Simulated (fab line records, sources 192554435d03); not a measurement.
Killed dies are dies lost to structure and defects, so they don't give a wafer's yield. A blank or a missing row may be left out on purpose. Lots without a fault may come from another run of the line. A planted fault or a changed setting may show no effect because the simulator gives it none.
Chamber matching | flow n5_finfet | N5_HKMG_FIN_ETCH_58 on rie_diel-04: 4 sister chambers
The step etches SOC in N2/H2, target depth 215.8 nm, time 741 s. 14 wafers are shown with their chamber, then 7 later ones without.

WAFERS WITH THEIR CHAMBER
wafer  | chamber | showerhead_plenum_p_Torr (Torr) | drypump_motor_current_A (A) | throttle_valve_pct (%)
L299.2 | 1       | 2.61                            | 6.0                         | 17.80
L299.3 | 3       | 2.63                            | 5.9                         | 17.65
L299.4 | 2       | 2.52                            | 6.1                         | 17.54
L305.1 | 3       | 2.62                            | 5.9                         | 17.68
L305.2 | 1       | 2.61                            | 6.0                         | 17.81
L305.4 | 0       | 2.54                            | 6.1                         | 17.96
L316.2 | 2       | 2.50                            | 6.1                         | 17.59
L316.3 | 1       | 2.60                            | 6.0                         | 17.86
L316.4 | 0       | 2.53                            | 6.0                         | 18.02
L317.1 | 0       | 2.53                            | 6.1                         | 18.02
L317.2 | 2       | 2.50                            | 6.1                         | 17.62
L317.5 | 3       | 2.61                            | 5.9                         | 17.72
L320.1 | 2       | 2.50                            | 6.1                         | 17.63
L320.3 | 0       | 2.53                            | 6.1                         | 18.04

SIGNATURES (means of the wafers above)
reading                  | chamber 0 | chamber 1 | chamber 2 | chamber 3 | scatter within a chamber
showerhead_plenum_p_Torr | 2.5325    | 2.6067    | 2.5050    | 2.6200    | 0.00801
drypump_motor_current_A  | 6.075     | 6.000     | 6.100     | 5.900     | 0.0274
throttle_valve_pct       | 18.0100   | 17.8233   | 17.5950   | 17.6833   | 0.0361
Rule: a wafer's distance from a chamber is the root of the sum, over the readings, of the square of ((its reading less the chamber's mean) divided by the reading's scatter). The wafer belongs to the nearest chamber; if the next one is less than 2 further off, it can't be placed. The scatter: the root of (the sum of the squares of (reading less its chamber's mean) over the shown wafers, divided by (wafers less chambers)).

WAFERS WITHOUT THEIR CHAMBER
wafer  | showerhead_plenum_p_Torr (Torr) | drypump_motor_current_A (A) | throttle_valve_pct (%)
L320.4 | 2.61                            | 5.9                         | 17.73
L321.1 | 2.50                            | 6.1                         | 17.63
L321.2 | 2.53                            | 6.1                         | 18.03
L321.3 | 2.61                            | 5.9                         | 17.72
L322.1 | 2.61                            | 5.9                         | 17.73
L322.4 | 2.59                            | 6.0                         | 17.86
L322.5 | 2.61                            | 5.9                         | 17.74

WHICH CHAMBER EACH WENT THROUGH
wafer  | from the rows above | in truth
L320.4 | 3                   | 3
L321.1 | 2                   | 2
L321.2 | 0                   | 0
L321.3 | 3                   | 3
L322.1 | 3                   | 3
L322.4 | 1                   | 1
L322.5 | 3                   | 3
Placed correctly: 7 of 7. Can't be placed from these rows: 0. Placed wrongly: 0.
